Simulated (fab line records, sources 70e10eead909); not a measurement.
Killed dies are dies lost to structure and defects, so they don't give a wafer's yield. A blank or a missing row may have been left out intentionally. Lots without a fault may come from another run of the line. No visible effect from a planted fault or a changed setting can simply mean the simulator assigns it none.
Chamber matching    flow nand harc    pecvd-01 running NHARC_A_STAIRCASE_DEP_259: 3 sister chambers
The step deposits SiON, target thk 30 nm. 3 wafers are shown with their chamber, then 8 later ones without.

WAFERS PAIRED WITH THEIR CHAMBERS
wafer   chamber  showerhead vpp V (V)
L084.1  0        1190
L084.6  2        1231
L087.2  1        1113

WAFERS MISSING THEIR CHAMBER
wafer   showerhead vpp V (V)
L087.4  1189
L087.5  1110
L088.2  1195
L088.3  1098
L088.6  1196
L095.1  1188
L095.3  1237
L095.6  1218

WHICH CHAMBER EACH WENT THROUGH
wafer    from the rows above       in truth
L087.4   0                         0
L087.5   1                         1
L088.2   0                         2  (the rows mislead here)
L088.3   1                         1
L088.6   0                         0
L095.1   0                         0
L095.3   2                         2
L095.6   can't be placed: 2 or 0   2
6 of 8 placed correctly. These rows do not allow placing 1 (true chamber among the candidates in 1). 1 placed wrongly.
How it was worked out, from the rows above alone: a wafer's distance from a chamber is the root of the sum, over the readings, of the square of ((its reading less the chamber's mean) divided by the reading's scatter). The wafer belongs to the nearest chamber; if the next one is less than 2 further off, it can't be placed. A chamber's mean is the mean of its shown wafers. The scatter: with one shown wafer a chamber, the root of the mean of the squares of how far each hidden wafer lies from its nearest shown one.
